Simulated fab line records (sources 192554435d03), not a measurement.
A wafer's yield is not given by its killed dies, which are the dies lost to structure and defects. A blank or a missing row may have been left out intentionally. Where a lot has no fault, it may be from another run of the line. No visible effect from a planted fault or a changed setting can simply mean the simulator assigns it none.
A struck lot beside a sound one / flow n5Finfet / 15 out of 1938 route steps
Sound: the wafers L645.1, L645.2, L645.6. Struck: wafer L657.1 (left out: L657.4, L657.5 of the same lot, which were not struck); the cause appears at the end.
At each step with rows: each side's tool, then ch and its chambers, then its first start. Under that, the readings that differ: sound wafers / struck wafers / difference of the means / sigmas: that difference in standard deviations of wafers without a fault.
alike: a reading whose means differ by less than 2 such deviations, as well as words and numbers matching on both sides. not compared: withheld readings; readings where some wafer has no value; bounds like >300 that might hide an equal value; numbers whose values overlap and for which the record gives no deviation.
A row with sigmas, a row that says differs or no value, or rows on one side alone: a step with any of these is where the two part. When numbers do not overlap yet have no deviation, they are printed without sigmas and do not part them. A reading missing from all wafers of one side parts the sides only when that side holds two or more wafers.

first, 7 steps without rows for these wafers: N5_BEOL_M6_COAT_60 (time 60 s, resist thk 35 nm); N5_BEOL_M6_COAT_05 (resist thk 90 nm); N5_BEOL_M6_EBR_07; N5_BEOL_M6_SOFTBAKE_06 (time 60 s); N5_BEOL_M6_EXPOSE_08 (exposes mask M6); N5_BEOL_M6_PEB_09 (peb time 60 s); N5_BEOL_M6_DEVELOP_10 (develop time 30 s).
N5_BEOL_M6_CD_MEAS_11 targets a cd of 38.5 nm.
  sound on cdSem-03 ch 0, day 10 01:12; struck on cdSem-02 ch 0, day 12 07:13
  alike: cdNm
N5_BEOL_M6_OVL_MEAS_12:
  sound on overlay-01 ch 0, day 10 01:14; struck on overlay-01 ch 0, day 12 07:14
reading=M6_OVL (nm); sound=0.1 0.9 1.0; struck=-1.0; difference=-1.7; sigmas=-2
N5_BEOL_M6_INSPECT_13: inspects for defects (brightfield).
  sound on defectInspect-01, day 10 01:16; struck on defectInspect-02, day 12 07:16
  alike: rawDefectCount
N5_BEOL_M6_DESCUM_16: chemistry O2, time 7.9 s.
  sound on rieDiel-06 ch 0,2,3, day 10 01:17; struck on rieDiel-06 ch 2, day 12 07:18
  alike: chamberPressureMTorr, drypumpMotorCurrentA, oesProductAu, rfVppV, showerheadPlenumPTorr, throttleValvePct
  not compared: rfHoursCounterH
N5_BEOL_M6_ETCH_61: etches SiARC in CF4, target depth 45.5 nm, time 75.8 s.
  sound on rieDiel-06 ch 0,2,3, day 10 01:19; struck on rieDiel-06 ch 2, day 12 07:20
reading=chamberPressureMTorr (mTorr); sound=40.05 39.99 40.05; struck=39.95; difference=-0.08; sigmas=-2
  alike: drypumpMotorCurrentA, etchRfOnTimeS, mfcArSccm, oesProductAu, rfVppV, showerheadPlenumPTorr, throttleValvePct
  not compared: rfHoursCounterH
N5_BEOL_M6_ETCH_62: etches SOC in N2/H2, target depth 110 nm, overetch 22 nm, time 165 s.
  sound on rieDiel-06 ch 0,2,3, day 10 01:23; struck on rieDiel-06 ch 2, day 12 07:23
reading=oesProductAu (a.u.); sound=0.66 0.57 0.75; struck=0.81; difference=+0.15; sigmas=+2
  alike: chamberPressureMTorr, drypumpMotorCurrentA, rfVppV, showerheadPlenumPTorr, throttleValvePct
  not compared: rfHoursCounterH, model.SiARC_of_BEOL_M6_COAT_60.thkNm
then, 1 step without rows for these wafers: N5_BEOL_M6_STRIP_68 (strips in N2/H2).
-- here the record skips 4 days between the struck wafers' starts before and after, leaving off in module BEOL_M6 and picking up in module PASSIVATION (first step shown: number 1936 of the route) --
N5_PASSIVATION_PROBE_49:
  the record has rows for the struck wafers here (prober-01, day 16 09:59) and none for the sound ones

== WHERE THEY PART ==
Last at N5_PASSIVATION_PROBE_49 as far as this record goes, first at N5_BEOL_M6_OVL_MEAS_12.

WHY: the cause the simulator had injected
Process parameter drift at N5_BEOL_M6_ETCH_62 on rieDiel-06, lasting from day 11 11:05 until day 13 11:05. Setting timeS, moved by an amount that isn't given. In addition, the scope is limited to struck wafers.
